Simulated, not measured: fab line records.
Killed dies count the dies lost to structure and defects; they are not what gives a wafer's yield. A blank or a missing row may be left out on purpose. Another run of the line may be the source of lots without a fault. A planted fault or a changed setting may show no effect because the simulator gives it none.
fab line records	flow nandHarc
record lots=24	wafers=72	lastDay=33
route steps=1302 shown A_CONTACT@1041 A_M0@1159
lots that met no fault: from a run of the same line without faults
startH: the number of hours between the record's first day and the start of the first shown wafer of the lot	waitH: how many hours have passed since the lot's step before this one	" repeats the value in the row above	L1.1+2: several wafers, shown together as one row	- no value, or no start given	* or withheld: withheld	< > ~ a bound
route shown NAME@n: a module of which the file shows steps, and the number in the route of the first	usual: the fault-free wafers' mean and standard deviation	same: alike in all rows	chamber/n: place in a boat	sites: readings site by site	_std_site: standard deviation of those values	_edge_site: outer sites' mean less inner sites'	radiusMm: how far each site lies from the wafer's centre	mask NAME#n: copy n	behind: the tool/chamber that last shaped the wafer	hold: why the lot was held/for how many hours/how that ended	device: names the non-switching transistor (n, p or np)	end of line: tests of these same wafers at the route's end	step lacking rows: just its recipe	killed: not the wafer's yield, but the dies lost to structure and defects at the first sort	map: shows each die of a wafer: x if killed, . if not, _ if none is there
set.NAME: the run value of the setting; set.NAME@STEP: its run value at that earlier step	model.NAME: the simulator's own value behind a step, which no gauge read
one table for each step of the route and one row for each wafer, over a sample of lots
services: a tool's chamber out of use, with start hour (startH, from the record's first day; less than 0 if before it), hours out, and reason
## steps
# step NHARC_A_CONTACT_INSPECT_71
# usual rawDefectCount=80/29
lot.wafer	tool	chamber	startH	waitH	rawDefectCount
L075.1	defectInspect-02	-	483.54	0.0	112
L075.2	"	-	"	"	138
L075.3	"	-	"	"	121
L076.1	defectInspect-02	-	495.23	0.0	15
L076.3	"	-	"	"	20
L076.5	"	-	"	"	24
L077.3	defectInspect-01	-	496.53	0.0	88
L077.5	"	-	"	"	92
L077.6	"	-	"	"	80
L074.3	defectInspect-01	-	498.39	0.0	102
L074.4	"	-	"	"	99
L074.5	"	-	"	"	94
L078.1	defectInspect-02	-	526.88	0.0	94
L078.2	"	-	"	"	103
L078.5	"	-	"	"	85
L080.3	defectInspect-01	-	528.14	0.0	97
L080.5	"	-	"	"	104
L080.6	"	-	"	"	107
L079.1	defectInspect-01	-	531.32	0.0	22
L079.3	"	-	"	"	25
L079.6	"	-	"	"	18
L081.1	defectInspect-02	-	558.77	0.0	115
L081.4	"	-	"	"	121
L081.6	"	-	"	"	115
L082.2	defectInspect-02	-	559.81	0.0	66
L082.3	"	-	"	"	59
L082.4	"	-	"	"	68
L083.1	defectInspect-02	-	575.10	0.0	74
L083.2	"	-	"	"	71
L083.6	"	-	"	"	86
L084.1	defectInspect-02	-	576.12	0.0	76
L084.2	"	-	"	"	63
L084.4	"	-	"	"	81
L085.2	defectInspect-02	-	578.51	0.0	112
L085.4	"	-	"	"	76
L085.6	"	-	"	"	78
L086.1	defectInspect-01	-	590.24	0.0	53
L086.2	"	-	"	"	53
L086.6	"	-	"	"	50
L087.1	defectInspect-01	-	595.14	0.0	75
L087.2	"	-	"	"	56
L087.5	"	-	"	"	73
L088.3	defectInspect-01	-	615.34	0.0	76
L088.4	"	-	"	"	63
L088.5	"	-	"	"	75
L089.1	defectInspect-01	-	622.01	0.0	83
L089.4	"	-	"	"	84
L089.5	"	-	"	"	85
L090.1	defectInspect-02	-	631.50	0.0	111
L090.2	"	-	"	"	104
L090.5	"	-	"	"	95
L091.1	defectInspect-01	-	636.43	0.0	44
L091.5	"	-	"	"	53
L091.6	"	-	"	"	54
L093.2	defectInspect-02	-	650.38	0.0	113
L093.5	"	-	"	"	92
L093.6	"	-	"	"	108
L092.1	defectInspect-02	-	652.05	0.0	72
L092.2	"	-	"	"	81
L092.5	"	-	"	"	73
L095.2	defectInspect-01	-	682.91	0.0	73
L095.3	"	-	"	"	69
L095.6	"	-	"	"	80
L094.1	defectInspect-01	-	684.09	0.0	81
L094.2	"	-	"	"	77
L094.6	"	-	"	"	70
L097.1	defectInspect-02	-	706.98	0.0	144
L097.3	"	-	"	"	134
L097.6	"	-	"	"	133
L096.1	defectInspect-01	-	711.69	0.0	47
L096.3	"	-	"	"	46
L096.4	"	-	"	"	50
# step NHARC_A_CONTACT_ETCH_125
# recipe sourceW=withheld	pressureMtorr=20	biasV=3000	timeS=197	targetDepthA=19180	arFlowSccm=withheld	c4f8FlowSccm=withheld	o2FlowSccm=withheld	chemistry=C4F8/O2/Ar
lot.wafer	tool	chamber	startH	waitH	rfHoursCounterH
L075.2	harCapEtch-03	0	485.41	0.2	41
L075.1	"	1	"	"	41
L075.3	"	1	"	"	-
L076.1	harCapEtch-02	0	497.06	0.2	88
L076.3	"	0	"	"	-
L076.5	"	0	"	"	-
L077.3	harCapEtch-03	0	498.42	0.2	-
L077.6	"	1	"	"	-
L077.5	"	0	"	"	-
L074.3	harCapEtch-02	1	500.25	0.2	-
L074.4	"	0	"	"	-
L074.5	"	0	"	"	-
L078.2	harCapEtch-03	0	528.76	0.2	52
L078.1	"	1	"	"	52
L078.5	"	0	"	"	-
L080.3	harCapEtch-01	1	530.15	0.2	-
L080.6	"	0	"	"	-
L080.5	"	1	"	"	-
L079.1	harCapEtch-02	1	533.17	0.2	96
L079.3	"	0	"	"	-
L079.6	"	1	"	"	-
L081.1	harCapEtch-02	1	560.60	0.2	99
L081.4	"	1	"	"	-
L081.6	"	1	"	"	-
L082.2	harCapEtch-03	1	561.79	0.2	57
L082.3	"	0	"	"	-
L082.4	"	1	"	"	-
L083.1	harCapEtch-03	0	576.90	0.2	61
L083.2	"	1	"	"	61
L083.6	"	1	"	"	-
L084.1	harCapEtch-02	0	578.05	0.2	104
L084.2	"	1	"	"	104
L084.4	"	0	"	"	-
L085.2	harCapEtch-03	1	580.81	0.2	63
L085.4	"	1	"	"	-
L085.6	"	1	"	"	-
L086.2	harCapEtch-01	0	592.25	0.2	22
L086.1	"	1	"	"	22
L086.6	"	1	"	"	-
L087.1	harCapEtch-03	1	596.95	0.2	66
L087.2	"	0	"	"	66
L087.5	"	1	"	"	-
L088.4	harCapEtch-03	0	617.20	0.2	-
L088.3	"	1	"	"	-
L088.5	"	0	"	"	-
L089.1	harCapEtch-01	1	623.81	0.2	27
L089.4	"	0	"	"	-
L089.5	"	0	"	"	-
L090.1	harCapEtch-01	0	633.35	0.2	29
L090.2	"	1	"	"	29
L090.5	"	0	"	"	-
L091.1	harCapEtch-02	1	638.45	0.2	115
L091.5	"	0	"	"	-
L091.6	"	1	"	"	-
L093.2	harCapEtch-03	1	652.17	0.2	76
L093.5	"	1	"	"	-
L093.6	"	0	"	"	-
L092.1	harCapEtch-01	1	654.16	0.2	33
L092.2	"	0	"	"	33
L092.5	"	0	"	"	-
L095.2	harCapEtch-03	0	684.87	0.2	79
L095.3	"	0	"	"	-
L095.6	"	0	"	"	-
L094.2	harCapEtch-01	1	685.92	0.2	37
L094.1	"	0	"	"	37
L094.6	"	1	"	"	-
L097.1	harCapEtch-02	1	708.82	0.2	127
L097.3	"	1	"	"	-
L097.6	"	1	"	"	-
L096.1	harCapEtch-01	0	713.54	0.2	43
L096.3	"	0	"	"	-
L096.4	"	1	"	"	-
# step NHARC_A_CONTACT_ETCH_126
# recipe sourceW=withheld	pressureMtorr=20	biasV=3000	timeS=197	targetDepthA=19180	arFlowSccm=withheld	c4f8FlowSccm=withheld	o2FlowSccm=withheld	chemistry=C4F8/O2/Ar
lot.wafer	tool	chamber	startH	waitH	rfHoursCounterH
L075.2	harCapEtch-03	0	485.65	0.2	41
L075.1	"	1	"	"	41
L075.3	"	1	"	"	-
L076.1	harCapEtch-02	0	497.23	0.1	89
L076.3	"	0	"	"	-
L076.5	"	0	"	"	-
L077.3	harCapEtch-03	0	498.60	0.1	-
L077.6	"	1	"	"	-
L077.5	"	0	"	"	-
L074.3	harCapEtch-02	1	500.43	0.1	-
L074.4	"	0	"	"	-
L074.5	"	0	"	"	-
L078.2	harCapEtch-03	0	529.00	0.2	52
L078.1	"	1	"	"	52
L078.5	"	0	"	"	-
L080.3	harCapEtch-01	1	530.38	0.2	-
L080.6	"	0	"	"	-
L080.5	"	1	"	"	-
L079.1	harCapEtch-02	1	533.34	0.1	96
L079.3	"	0	"	"	-
L079.6	"	1	"	"	-
L081.1	harCapEtch-02	1	560.78	0.2	99
L081.4	"	1	"	"	-
L081.6	"	1	"	"	-
L082.2	harCapEtch-03	1	561.97	0.1	57
L082.3	"	0	"	"	-
L082.4	"	1	"	"	-
L083.1	harCapEtch-03	0	577.08	0.1	61
L083.2	"	1	"	"	61
L083.6	"	1	"	"	-
L084.1	harCapEtch-02	0	578.22	0.1	104
L084.2	"	1	"	"	104
L084.4	"	0	"	"	-
L085.2	harCapEtch-03	1	580.98	0.1	63
L085.4	"	1	"	"	-
L085.6	"	1	"	"	-
L086.2	harCapEtch-01	0	592.42	0.1	22
L086.1	"	1	"	"	22
L086.6	"	1	"	"	-
L087.1	harCapEtch-03	1	597.12	0.1	66
L087.2	"	0	"	"	66
L087.5	"	1	"	"	-
L088.4	harCapEtch-03	0	617.37	0.1	-
L088.3	"	1	"	"	-
L088.5	"	0	"	"	-
L089.1	harCapEtch-01	1	623.98	0.1	27
L089.4	"	0	"	"	-
L089.5	"	0	"	"	-
L090.1	harCapEtch-01	0	633.53	0.1	29
L090.2	"	1	"	"	29
L090.5	"	0	"	"	-
L091.1	harCapEtch-02	1	638.62	0.1	116
L091.5	"	0	"	"	-
L091.6	"	1	"	"	-
L093.2	harCapEtch-03	1	652.34	0.1	76
L093.5	"	1	"	"	-
L093.6	"	0	"	"	-
L092.1	harCapEtch-01	1	654.33	0.1	33
L092.2	"	0	"	"	33
L092.5	"	0	"	"	-
L095.2	harCapEtch-03	0	685.05	0.1	79
L095.3	"	0	"	"	-
L095.6	"	0	"	"	-
L094.2	harCapEtch-01	1	686.10	0.1	37
L094.1	"	0	"	"	37
L094.6	"	1	"	"	-
L097.1	harCapEtch-02	1	709.00	0.1	127
L097.3	"	1	"	"	-
L097.6	"	1	"	"	-
L096.1	harCapEtch-01	0	713.78	0.2	43
L096.3	"	0	"	"	-
L096.4	"	1	"	"	-
# step NHARC_A_CONTACT_ETCH_91
# recipe targetDepthA=400	overEtchFrac=0.5	timeS=85.7	ionEnergyEv=120	ch3fFlowSccm=50	o2FlowSccm=30	arFlowSccm=200	rfW=500	biasW=100	chemistry=CH3F/O2
# usual drypumpMotorCurrentA=5.7/0.36	oesProductAu=0.94/0.032	rfVppV=244.4/2.1	showerheadPlenumPTorr=2.47/0.14	throttleValvePct=20.663/0.009
lot.wafer	tool	chamber	startH	waitH	drypumpMotorCurrentA	oesProductAu	rfHoursCounterH	rfVppV	showerheadPlenumPTorr	throttleValvePct
L075.1	rieDiel-03	3	488.23	0.7	6.1	1.01	14	246.1	2.65	20.680
L075.3	"	0	"	"	5.2	1.01	14	241.2	2.36	20.664
L075.2	"	1	"	"	5.8	1.01	12	242.3	2.33	20.645
L076.3	rieDiel-07	2	499.23	0.5	6.0	0.92	7	242.8	2.41	20.677
L076.1	"	3	"	"	5.5	0.93	9	241.0	2.29	20.664
L076.5	"	1	"	"	5.9	0.91	-	244.9	2.45	20.667
L077.3	rieDiel-07	3	500.53	0.5	5.6	0.92	9	242.6	2.29	20.659
L077.5	"	3	"	"	5.5	0.92	-	241.9	2.29	20.666
L077.6	"	0	"	"	5.9	0.92	-	246.5	2.66	20.668
L074.3	rieDiel-07	1	502.43	0.6	5.9	0.93	8	245.6	2.45	20.665
L074.4	"	2	"	"	6.0	0.93	8	242.3	2.41	20.658
L074.5	"	3	"	"	5.6	0.94	-	241.3	2.29	20.666
L078.1	rieDiel-03	2	531.59	0.8	5.0	1.00	27	246.3	2.59	20.655
L078.2	"	3	"	"	6.1	1.00	31	247.1	2.65	20.679
L078.5	"	0	"	"	5.2	1.00	-	243.9	2.35	20.656
L080.3	rieDiel-03	3	533.30	0.7	6.1	0.94	31	246.7	2.65	20.661
L080.5	"	0	"	"	5.2	0.93	-	242.2	2.35	20.656
L080.6	"	1	"	"	5.9	0.92	-	242.1	2.32	20.672
L079.1	rieDiel-07	1	535.34	0.6	5.9	0.92	14	245.8	2.45	20.675
L079.3	"	3	"	"	5.5	0.93	16	242.5	2.29	20.666
L079.6	"	1	"	"	5.9	0.92	-	245.0	2.45	20.672
L081.1	rieDiel-03	0	562.80	0.7	5.2	0.92	41	244.6	2.35	20.647
L081.4	"	1	"	"	5.9	0.94	38	241.9	2.32	20.667
L081.6	"	3	"	"	6.1	0.92	-	246.4	2.65	20.657
L082.4	rieDiel-07	2	563.96	0.5	6.0	0.93	19	243.0	2.41	20.658
L082.3	"	3	"	"	5.6	0.93	22	241.8	2.29	20.654
L082.2	"	1	"	"	5.9	0.92	19	244.9	2.45	20.647
L083.2	rieDiel-03	2	579.11	0.7	5.0	0.94	40	245.8	2.58	20.653
L083.1	"	0	"	"	5.2	0.93	45	242.1	2.35	20.661
L083.6	"	3	"	"	6.1	0.93	-	247.7	2.64	20.671
L084.2	rieDiel-03	0	580.26	0.7	5.2	0.92	46	242.1	2.35	20.664
L084.1	"	1	"	"	5.9	0.94	43	241.7	2.32	20.673
L084.4	"	2	"	"	5.0	0.93	41	246.7	2.58	20.641
L085.4	rieDiel-07	3	583.00	0.5	5.5	0.92	25	241.9	2.29	20.651
L085.2	"	1	"	"	5.9	0.92	22	244.9	2.45	20.666
L085.6	"	2	"	"	6.0	0.93	-	244.1	2.41	20.652
L086.1	rieDiel-07	1	594.48	0.7	5.9	1.00	24	243.8	2.45	20.666
L086.2	"	2	"	"	6.0	1.00	25	243.2	2.41	20.655
L086.6	"	3	"	"	5.6	1.01	-	242.0	2.29	20.672
L087.2	rieDiel-05	1	599.16	0.7	5.3	0.93	13	244.5	2.48	20.659
L087.1	"	2	"	"	6.2	0.92	12	247.6	2.66	20.681
L087.5	"	0	"	"	6.3	0.92	-	246.6	2.63	20.673
L088.4	rieDiel-07	3	619.34	0.6	5.6	0.92	33	241.3	2.28	20.663
L088.3	"	0	"	"	5.9	0.93	32	246.6	2.65	20.669
L088.5	"	0	"	"	6.0	0.92	-	247.7	2.65	20.675
L089.1	rieDiel-03	3	626.01	0.7	6.1	0.92	1	249.2	2.64	20.660
L089.4	"	0	"	"	5.2	0.92	2	242.5	2.34	20.670
L089.5	"	0	"	"	5.2	0.92	-	242.7	2.34	20.679
L090.1	rieDiel-07	0	635.57	0.7	6.0	0.99	0	247.3	2.65	20.649
L090.2	"	1	"	"	5.9	0.99	0	244.6	2.44	20.649
L090.5	"	3	"	"	5.6	1.00	-	242.4	2.28	20.663
L091.1	rieDiel-05	3	640.65	0.7	5.2	0.92	20	245.2	2.58	20.669
L091.6	"	0	"	"	6.3	0.91	-	247.6	2.63	20.667
L091.5	"	1	"	"	5.4	0.93	-	244.4	2.47	20.657
L093.2	rieDiel-05	2	654.39	0.7	6.2	1.00	28	248.1	2.65	20.660
L093.5	"	0	"	"	6.3	0.98	-	246.9	2.62	20.652
L093.6	"	1	"	"	5.4	1.02	-	244.4	2.47	20.676
L092.1	rieDiel-07	1	656.39	0.7	5.9	0.91	4	242.6	2.44	20.660
L092.2	"	2	"	"	6.0	0.92	4	244.0	2.40	20.646
L092.5	"	0	"	"	5.9	0.91	-	246.6	2.64	20.671
L095.3	rieDiel-07	3	687.04	0.5	5.6	0.93	9	242.6	2.28	20.674
L095.2	"	1	"	"	5.9	0.91	6	243.7	2.44	20.660
L095.6	"	0	"	"	5.9	0.92	-	246.3	2.64	20.672
L094.2	rieDiel-07	2	688.12	0.7	6.0	0.92	8	244.4	2.40	20.665
L094.1	"	1	"	"	5.8	0.91	6	243.1	2.44	20.651
L094.6	"	2	"	"	6.0	0.91	-	243.6	2.40	20.662
L097.1	rieDiel-07	2	710.98	0.6	6.0	0.93	12	243.8	2.40	20.670
L097.3	"	3	"	"	5.6	0.92	13	240.4	2.28	20.672
L097.6	"	3	"	"	5.5	0.93	-	242.7	2.28	20.661
L096.1	rieDiel-03	0	716.38	0.9	5.2	0.92	37	241.4	2.33	20.652
L096.4	"	1	"	"	5.9	0.92	39	243.1	2.30	20.658
L096.3	"	2	"	"	5.0	0.93	40	245.4	2.56	20.650
# step NHARC_A_CONTACT_ETCH_31
# recipe targetDepthA=28000	overEtchFrac=0.3	timeS=728	ionEnergyEv=150	o2FlowSccm=400	cosFlowSccm=20	arFlowSccm=0	rfW=500	biasW=300	chemistry=O2/COS
# usual drypumpMotorCurrentA=5.8/0.34	oesProductAu=0.999/0.0078	rfVppV=314.4/2.6	showerheadPlenumPTorr=3.15/0.17	throttleValvePct=28.331/0.01
lot.wafer	tool	chamber	startH	waitH	drypumpMotorCurrentA	oesProductAu	rfHoursCounterH	rfVppV	showerheadPlenumPTorr	throttleValvePct
L075.1	rieDiel-07	0	-	-	5.9	0.981	7	316.4	3.37	28.342
L075.2	"	2	"	"	6.0	0.994	6	313.1	3.07	28.320
L075.3	"	3	"	"	5.6	1.000	7	311.9	2.92	28.330
L076.3	rieDiel-07	3	-	-	5.6	1.005	10	310.9	2.92	28.340
L076.1	"	1	"	"	5.9	1.008	8	313.9	3.11	28.330
L076.5	"	3	"	"	5.6	1.008	-	311.2	2.92	28.320
L077.3	rieDiel-07	3	-	-	5.6	1.001	10	311.9	2.92	28.337
L077.6	"	0	"	"	5.9	0.997	-	317.3	3.37	28.328
L077.5	"	1	"	"	5.8	0.992	-	315.2	3.11	28.322
L074.4	rieDiel-07	1	-	-	5.9	0.990	10	315.5	3.11	28.343
L074.3	"	2	"	"	6.0	0.997	9	313.9	3.06	28.336
L074.5	"	1	"	"	5.9	0.995	-	312.6	3.11	28.335
L078.1	rieDiel-05	0	-	-	6.3	1.009	50	319.0	3.35	28.324
L078.2	"	1	"	"	5.4	1.005	48	315.6	3.16	28.321
L078.5	"	2	"	"	6.2	1.006	-	310.6	2.89	28.325
L080.3	rieDiel-07	1	-	-	5.9	0.997	14	313.7	3.11	28.316
L080.5	"	0	"	"	6.0	0.994	-	318.2	3.36	28.317
L080.6	"	1	"	"	5.9	0.993	-	314.6	3.11	28.333
L079.3	rieDiel-07	0	-	-	5.9	1.000	17	316.3	3.36	28.341
L079.1	"	1	"	"	5.8	0.987	15	313.7	3.11	28.331
L079.6	"	0	"	"	5.9	0.989	-	317.2	3.36	28.352
L081.4	rieDiel-05	3	-	-	5.2	0.992	1	317.3	3.28	28.343
L081.1	"	0	"	"	6.3	0.994	2	317.7	3.34	28.338
L081.6	"	1	"	"	5.4	0.994	-	313.8	3.15	28.335
L082.3	rieDiel-05	3	-	-	5.2	0.993	2	315.8	3.28	28.345
L082.2	"	0	"	"	6.3	0.984	2	317.6	3.34	28.326
L082.4	"	1	"	"	5.4	1.001	3	314.8	3.15	28.349
L083.1	rieDiel-07	0	-	-	5.9	0.997	27	318.4	3.36	28.324
L083.2	"	1	"	"	5.9	0.992	23	314.1	3.11	28.340
L083.6	"	3	"	"	5.6	0.998	-	310.5	2.91	28.327
L084.1	rieDiel-07	2	-	-	6.0	1.014	25	314.8	3.06	28.314
L084.2	"	3	"	"	5.6	0.985	28	312.3	2.91	28.344
L084.4	"	1	"	"	5.9	1.008	24	312.4	3.11	28.329
L085.2	rieDiel-05	3	-	-	5.2	1.000	5	316.6	3.28	28.330
L085.4	"	0	"	"	6.3	1.002	10	318.4	3.34	28.331
L085.6	"	2	"	"	6.1	1.006	-	316.5	3.37	28.339
L086.2	rieDiel-07	3	-	-	5.6	1.015	29	311.3	2.91	28.325
L086.1	"	1	"	"	5.9	1.005	25	313.9	3.11	28.322
L086.6	"	0	"	"	5.9	1.002	-	317.0	3.36	28.314
L087.2	rieDiel-07	2	-	-	6.0	1.018	26	312.2	3.05	28.326
L087.1	"	3	"	"	5.6	1.012	30	309.9	2.91	28.319
L087.5	"	2	"	"	6.0	1.014	-	312.1	3.05	28.326
L088.3	rieDiel-03	0	-	-	5.2	0.997	1	311.4	2.98	28.329
L088.4	"	1	"	"	5.9	0.994	1	313.0	2.94	28.326
L088.5	"	0	"	"	5.2	0.982	-	312.3	2.98	28.333
L089.4	rieDiel-03	0	-	-	5.2	0.991	4	311.4	2.98	28.354
L089.1	"	1	"	"	5.9	0.988	5	312.0	2.94	28.334
L089.5	"	0	"	"	5.2	0.999	-	311.9	2.98	28.327
L090.2	rieDiel-07	1	-	-	5.9	0.995	2	313.3	3.10	28.338
L090.1	"	2	"	"	6.0	0.989	3	314.5	3.05	28.337
L090.5	"	3	"	"	5.6	1.007	-	310.5	2.90	28.345
L091.1	rieDiel-05	2	-	-	6.1	0.994	25	318.0	3.36	28.323
L091.6	"	1	"	"	5.4	1.003	-	313.4	3.14	28.326
L091.5	"	2	"	"	6.1	1.001	-	316.6	3.36	28.319
L093.2	rieDiel-07	2	-	-	6.0	0.991	4	311.4	3.05	28.330
L093.6	"	2	"	"	6.0	0.996	-	313.3	3.05	28.318
L093.5	"	3	"	"	5.6	1.010	-	310.6	2.90	28.326
L092.2	rieDiel-03	3	-	-	6.1	0.998	14	317.8	3.34	28.329
L092.1	"	2	"	"	5.0	0.996	16	315.5	3.26	28.315
L092.5	"	3	"	"	6.1	1.000	-	315.8	3.34	28.335
L095.3	rieDiel-07	1	-	-	5.9	0.994	7	312.9	3.10	28.333
L095.2	"	2	"	"	6.1	1.003	8	312.9	3.05	28.319
L095.6	"	1	"	"	5.9	1.000	-	313.4	3.10	28.334
L094.2	rieDiel-05	3	-	-	5.2	1.000	36	315.3	3.27	28.330
L094.1	"	0	"	"	6.3	1.002	43	316.4	3.32	28.333
L094.6	"	2	"	"	6.1	0.999	-	316.8	3.35	28.310
L097.3	rieDiel-07	1	-	-	5.9	1.008	11	314.1	3.10	28.334
L097.1	"	3	"	"	5.6	0.999	16	309.9	2.90	28.318
L097.6	"	1	"	"	5.9	1.002	-	314.0	3.10	28.328
L096.4	rieDiel-03	3	-	-	6.0	1.001	34	317.2	3.33	28.338
L096.1	"	0	"	"	5.3	0.994	38	310.5	2.96	28.347
L096.3	"	2	"	"	5.0	1.007	41	315.9	3.25	28.335
# step NHARC_A_M0_PVD_21
# recipe targetThkA=300	chamberPressurePa=5	powerW=5000	substrateTempC=30	timeS=20.49	material=Cu
# usual throttleValvePct=30.4/1.4
lot.wafer	tool	chamber	startH	waitH	throttleValvePct
L075.2	pvdSputter-02	-	-	-	32.5
L075.1	"	-	"	"	31.2
L075.3	"	-	"	"	28.1
L076.1	pvdSputter-02	-	-	-	31.1
L076.3	"	-	"	"	30.8
L076.5	"	-	"	"	30.9
L077.3	pvdSputter-02	-	-	-	31.0
L077.6	"	-	"	"	32.3
L077.5	"	-	"	"	31.4
L074.3	pvdSputter-03	-	-	-	30.2
L074.4	"	-	"	"	28.7
L074.5	"	-	"	"	30.6
L078.1	pvdSputter-02	-	-	-	32.1
L078.2	"	-	"	"	30.8
L078.5	"	-	"	"	32.6
L080.3	pvdSputter-03	-	-	-	29.6
L080.6	"	-	"	"	29.5
L080.5	"	-	"	"	30.8
L079.1	pvdSputter-01	-	-	-	31.4
L079.3	"	-	"	"	32.3
L079.6	"	-	"	"	31.5
L081.4	pvdSputter-03	-	-	-	29.1
L081.1	"	-	"	"	30.9
L081.6	"	-	"	"	28.8
L082.4	pvdSputter-01	-	-	-	33.1
L082.3	"	-	"	"	28.3
L082.2	"	-	"	"	30.7
L083.1	pvdSputter-02	-	-	-	31.4
L083.2	"	-	"	"	27.8
L083.6	"	-	"	"	31.1
L084.2	pvdSputter-01	-	-	-	28.5
L084.1	"	-	"	"	32.9
L084.4	"	-	"	"	30.1
L085.2	pvdSputter-01	-	-	-	30.7
L085.4	"	-	"	"	32.8
L085.6	"	-	"	"	30.2
L086.2	pvdSputter-02	-	-	-	27.9
L086.1	"	-	"	"	32.5
L086.6	"	-	"	"	32.6
L087.2	pvdSputter-01	-	-	-	30.4
L087.1	"	-	"	"	32.8
L087.5	"	-	"	"	30.7
L088.3	pvdSputter-03	-	-	-	30.7
L088.4	"	-	"	"	29.6
L088.5	"	-	"	"	30.8
L089.1	pvdSputter-02	-	-	-	31.1
L089.4	"	-	"	"	28.6
L089.5	"	-	"	"	30.9
L090.1	pvdSputter-03	-	-	-	28.9
L090.2	"	-	"	"	30.7
L090.5	"	-	"	"	28.9
L091.1	pvdSputter-01	-	-	-	30.3
L091.6	"	-	"	"	30.3
L091.5	"	-	"	"	28.5
L093.2	pvdSputter-02	-	-	-	29.8
L093.6	"	-	"	"	30.3
L093.5	"	-	"	"	31.6
L092.2	pvdSputter-03	-	-	-	29.5
L092.1	"	-	"	"	29.0
L092.5	"	-	"	"	30.5
L095.3	pvdSputter-01	-	-	-	32.8
L095.2	"	-	"	"	30.6
L095.6	"	-	"	"	30.2
L094.1	pvdSputter-01	-	703.40	-	30.1
L094.2	"	-	"	"	28.3
L094.6	"	-	"	"	32.7
L097.1	pvdSputter-01	-	-	-	30.2
L097.3	"	-	"	"	28.4
L097.6	"	-	"	"	30.5
L096.1	pvdSputter-01	-	-	-	30.4
L096.3	"	-	"	"	30.2
L096.4	"	-	"	"	28.5
## services
tool	chamber	startH	hours	kind
harCapEtch-01	-	473.00	17.0	pm
rieDiel-07	0	480.94	-	clean
rieDiel-07	1	480.94	-	clean
pvdSputter-01	-	482.81	6.8	repair
pvdSputter-03	-	502.00	10.0	pm
pvdSputter-02	-	518.38	8.6	repair
pvdSputter-01	-	522.19	4.6	repair
rieDiel-05	3	534.63	5.9	repair
pvdSputter-01	-	542.20	7.5	repair
pvdSputter-03	-	546.45	0.7	repair
pvdSputter-01	-	558.04	10.0	pm
pvdSputter-03	-	599.95	7.5	repair
rieDiel-03	3	607.91	3.9	repair
rieDiel-03	-	611.37	9.0	pm
pvdSputter-02	-	614.10	10.0	pm
rieDiel-07	-	624.44	9.0	pm
pvdSputter-03	-	629.89	4.8	repair
rieDiel-05	3	649.29	4.2	repair
rieDiel-03	3	669.68	11.9	repair
pvdSputter-03	-	680.00	10.0	pm
pvdSputter-02	-	691.40	1.6	repair
pvdSputter-03	-	709.45	0.8	repair
harCapEtch-03	-	714.41	0.4	repair
harCapEtch-02	-	730.68	17.0	pm
## key
fault none
